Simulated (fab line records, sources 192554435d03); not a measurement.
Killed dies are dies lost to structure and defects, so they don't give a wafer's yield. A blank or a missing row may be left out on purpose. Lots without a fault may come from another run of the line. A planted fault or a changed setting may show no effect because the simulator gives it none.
A struck lot beside a sound one | flow n5_finfet | 15 steps out of a route of 1938
Sound: wafers L437.2, L437.3, L437.5. Struck: wafer L444.3. (L444.2, L444.6 of the same lot were not struck and are left out.) The cause comes at the end.
At each step with rows: each side's tool, then ch and its chambers, then its first start. Under that, the readings that differ: sound wafers | struck wafers | difference of the means | sigmas: that difference in standard deviations of wafers without a fault.
alike: readings whose means differ by less than 2 such deviations, and words and numbers that are the same on both sides. not compared: withheld readings, readings that some wafer has no value for, bounds like >300 that may hide the same value, and numbers for which the record gives no deviation and whose values overlap.
The two part at a step that has a row with sigmas, a row that says differs or no value, or rows on one side only. Numbers that don't overlap but have no deviation are shown without sigmas and don't part them. A reading that every wafer of one side lacks parts them only if that side has two wafers or more.

first, 5 steps without rows for these wafers: N5_MIM_BOT_LITHO_SOFTBAKE_03 (time 90 s); N5_MIM_BOT_LITHO_EXPOSE_05 (exposes mask MIM BOT); N5_MIM_BOT_LITHO_PEB_06; N5_MIM_BOT_LITHO_DEVELOP_07 (develop time 60 s); N5_MIM_BOT_LITHO_HARDBAKE_09 (time 120 s).
N5_MIM_BOT_LITHO_CD_MEAS_08: target cd 3000 nm.
  sound on cd_sem-03 ch 0, day 14 10:53; struck on cd_sem-03 ch 0, day 17 03:39
  alike: cd_nm
N5_MIM_BOT_LITHO_OVL_MEAS_11:
  sound on overlay-01 ch 0, day 14 10:55; struck on overlay-02 ch 0, day 17 03:41
  alike: MIM_BOT_OVL
N5_MIM_BOT_LITHO_INSPECT_12: inspects for defects (macro).
  sound on defect_inspect-01, day 14 10:56; struck on defect_inspect-02, day 17 03:43
  alike: raw_defect_count
N5_MIM_BOT_LITHO_DESCUM_10: chemistry O2, time 7.9 s.
  sound on rie_diel-03 ch 0,1, day 14 10:58; struck on rie_diel-03 ch 3, day 17 03:44
  reading                         | sound          | struck | difference | sigmas
  showerhead_plenum_p_Torr (Torr) | 2.03 2.04 2.03 | 2.23   | +0.20      | +3
  alike: drypump_motor_current_A, oes_product_au, rf_vpp_V, throttle_valve_pct
  not compared: rf_hours_counter_h
N5_MIM_BOT_ETCH_ETCH_04: etches SiNx in CF4/O2, target depth 26 nm, time 13 s.
  sound on rie_diel-03 ch 0,1, day 14 11:02; struck on rie_diel-03 ch 3, day 17 03:49
  reading                         | sound          | struck | difference | sigmas
  rf_vpp_V (V)                    | 236 237 235    | 254    | +18        | +4
  showerhead_plenum_p_Torr (Torr) | 2.15 2.15 2.15 | 2.34   | +0.19      | +3
  alike: drypump_motor_current_A, oes_product_au, throttle_valve_pct
  not compared: rf_hours_counter_h
N5_MIM_BOT_ETCH_ETCH_03: etches the open film in Cl2/BCl3, target depth 12 nm.
  sound on rie_metal-02 ch 0,1, day 14 11:07; struck on rie_metal-01 ch 1, day 17 03:54
  alike: drypump_motor_current_A, oes_product_au, throttle_valve_pct
  not compared: rf_hours_counter_h
N5_MIM_BOT_ETCH_ETCH_00: etches TiN in Cl2/BCl3, target depth 45.5 nm.
  sound on rie_metal-02 ch 0,1, day 14 11:13; struck on rie_metal-01 ch 1, day 17 03:59
  alike: drypump_motor_current_A, oes_product_au, throttle_valve_pct
  not compared: rf_hours_counter_h
N5_MIM_BOT_ETCH_STRIP_01: strips in O2.
  sound on rie_diel-04 ch 0,1,3, day 14 11:21; struck on rie_diel-04 ch 2, day 17 04:08
  reading                        | sound             | struck | difference | sigmas
  chamber_pressure_mTorr (mTorr) | 29.99 29.87 29.98 | 39.04  | +9.09      | +99 or more
  alike: drypump_motor_current_A, oes_product_au, rf_vpp_V, showerhead_plenum_p_Torr, throttle_valve_pct
  not compared: rf_hours_counter_h
then, 2 steps without rows for these wafers: N5_MIM_BOT_ETCH_STRIP_02 (strips in post etch residue remover, time 1200 s); N5_PASSIVATION_PROBE_49.

WHERE THEY PART
First at N5_MIM_BOT_LITHO_DESCUM_10; last, within this record, at N5_MIM_BOT_ETCH_STRIP_01.

WHY: what the simulator had put in
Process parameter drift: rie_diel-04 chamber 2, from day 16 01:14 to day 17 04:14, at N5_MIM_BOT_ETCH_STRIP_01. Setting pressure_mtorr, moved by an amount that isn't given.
